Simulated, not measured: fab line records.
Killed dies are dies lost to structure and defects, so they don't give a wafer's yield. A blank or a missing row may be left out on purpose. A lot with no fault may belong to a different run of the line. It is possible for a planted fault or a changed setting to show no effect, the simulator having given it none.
One fault through the eyes of 2 desks / flow n5-finfet / what lay behind the numbers comes last; until then each desk has only its own

== DESK OF THE TOOL OWNER: euv-scanner-02 ==
The tool's own readings at N5_BEOL_M2_EXPOSE_08 (exposes mask M2): means of the sampled wafers that have a number, for each lot that ran on this tool. The brackets show how far a lot's mean lies from the usual mean; more than 4 standard deviations puts the lot out of limits, marked OUT.
Columns: A = exposure-dose-mJ-cm2 at N5_BEOL_M2_EXPOSE_08, usual 41.22
lot=L448; first seen here=day 6 23:03; A=41.23
lot=L450; first seen here=day 7 12:47; A=41.18
lot=L451; first seen here=day 7 15:37; A=41.24
lot=L455; first seen here=day 8 15:31; A=41.17
lot=L457; first seen here=day 9 01:10; A=43.03 (+36) OUT
lot=L458; first seen here=day 9 17:49; A=42.72 (+29) OUT
lot=L460; first seen here=day 9 23:07; A=42.36 (+22) OUT
lot=L461; first seen here=day 10 09:16; A=42.14 (+18) OUT
This desk's finding: out of limits on L457, L458, L460, L461; first on L457, day 9 01:10 (exposure-dose-mJ-cm2 at N5_BEOL_M2_EXPOSE_08). Within limits: L448, L450, L451, L455.

== METROLOGY DESK ==
What the gauges read for every lot (on any tool): the sampled wafers with a number, averaged. The brackets show how far a lot's mean lies from the usual mean; more than 4 standard deviations puts the lot out of limits, marked OUT. Of its 11 readings 7 are shown: those that lie furthest out on some lot.
Columns: A = DIBL_N at N5_BEOL_M4_RC_MEAS_101, usual 36.2 mV/V; B = IOFF_N at N5_BEOL_M4_RC_MEAS_101, usual 0.16 nA/um; C = ION_N at N5_BEOL_M4_RC_MEAS_101, usual 675 uA/um; D = ION_P at N5_BEOL_M4_RC_MEAS_101, usual 465 uA/um; E = SS_P at N5_BEOL_M4_RC_MEAS_101, usual 73.2 mV/dec; F = VT_N at N5_BEOL_M4_RC_MEAS_101, usual 250 mV; G = VT_P at N5_BEOL_M4_RC_MEAS_101, usual -249 mV
lot=L448; first seen here=day 6 21:30; A=35.3; B=0.15; C=667; D=467; E=73.6; F=252; G=-247
lot=L450; first seen here=day 7 11:50; A=36.3; B=0.17; C=678; D=464; E=73.6; F=246; G=-249
lot=L451; first seen here=day 7 12:56; A=33.5; B=0.11; C=650; D=455; E=72.6; F=256; G=-251
lot=L455; first seen here=day 8 13:02; A=37.1; B=0.19; C=680; D=463; E=73.5; F=247; G=-245
lot=L457; first seen here=day 9 00:16; A=38.6; B=0.19; C=687; D=465; E=74.1; F=248; G=-249
lot=L458; first seen here=day 9 17:18; A=35.2; B=0.15; C=675; D=474; E=72.7; F=250; G=-245
lot=L460; first seen here=day 9 21:11; A=36.2; B=0.15; C=673; D=467; E=73.3; F=251; G=-248
lot=L461; first seen here=day 10 06:58; A=38.3; B=0.19; C=687; D=470; E=73.9; F=245; G=-246
lot=L462; first seen here=day 10 09:02; A=35.6; B=0.15; C=681; D=469; E=72.7; F=252; G=-248
lot=L463; first seen here=day 10 14:37; A=34.8; B=0.13; C=665; D=462; E=72.0; F=252; G=-248
lot=L465; first seen here=day 11 02:52; A=36.8; B=0.16; C=678; D=464; E=73.8; F=250; G=-252
lot=L470; first seen here=day 12 17:18; A=35.4; B=0.14; C=665; D=453; E=72.8; F=255; G=-255
This desk found nothing out of limits on any of the 12 lots.

== TAKEN TOGETHER ==
An alarm could have come from the tool owner's desk at day 9 01:10, on L457, L458, L460, L461.
Metrology desk: nothing out of limits seen.
The metrology desk holds a record of L457, L458, L460, L461, inside its limits.
On euv-scanner-02, each named lot ran N5_BEOL_M2_EXPOSE_08.

== WHAT THE SIMULATOR HAD INSERTED ==
Drift in process parameters on euv-scanner-02 at N5_BEOL_M2_EXPOSE_08, starting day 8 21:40. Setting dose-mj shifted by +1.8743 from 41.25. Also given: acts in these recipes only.
Struck lots among those shown: L457, L458, L460, L461.
Delay in hours, fault start to first out-of-limits reading, by desk: the tool owner's desk at 4.
